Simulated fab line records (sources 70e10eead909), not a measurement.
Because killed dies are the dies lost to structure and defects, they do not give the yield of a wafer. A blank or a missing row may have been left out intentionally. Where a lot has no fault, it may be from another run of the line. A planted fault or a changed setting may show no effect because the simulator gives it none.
Matching of chambers    flow nandHarc    pecvd-04 running NHARC_P_GATE_DEP_103: 3 sister chambers
The step deposits SiON, target thk 30 nm. 14 wafers are shown with their chamber, then 7 later ones without.

WAFERS WITH THEIR CHAMBER
wafer   chamber  heaterPowerW (W)
L683.1  1        763
L683.2  0        880
L683.6  0        867
L685.2  1        825
L685.3  0        942
L685.6  0        980
L686.1  0        961
L686.2  1        807
L686.4  0        946
L689.1  2        864
L689.3  2        860
L689.5  2        866
L698.2  1        805
L698.3  0        1019

SIGNATURES, as means of the wafers listed above
reading       chamber 0  chamber 1  chamber 2  scatter within a chamber
heaterPowerW  942.14     800.00     863.33     41.9
Rule: a wafer lies at a distance from a chamber equal to the root of the sum of squares, over the readings, of (its reading less the chamber's mean, divided by the reading's scatter). If the next closest chamber is less than 2 further off than the closest, the wafer can't be placed; otherwise it belongs to the closest. How the scatter is found: for the shown wafers, subtract from each reading the mean of its chamber, square and add these, divide the total by (wafers less chambers), then take the root.

WAFERS WHOSE CHAMBER IS MISSING
wafer   heaterPowerW (W)
L698.6  811
L699.2  961
L699.3  837
L699.4  957
L701.1  970
L701.5  780
L701.6  773

EACH ONE'S CHAMBER
wafer   from the rows above           in truth
L698.6  can't be placed: 1 or 2       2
L699.2  can't be placed: 0 or 2       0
L699.3  can't be placed: 2 or 1 or 0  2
L699.4  can't be placed: 0 or 2       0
L701.1  can't be placed: 0 or 2       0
L701.5  can't be placed: 1 or 2       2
L701.6  can't be placed: 1 or 2       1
Correct placement for 0 of the 7. Cannot be placed on the basis of these rows: 7; the candidates contain the true chamber in 7. 0 placed wrongly.
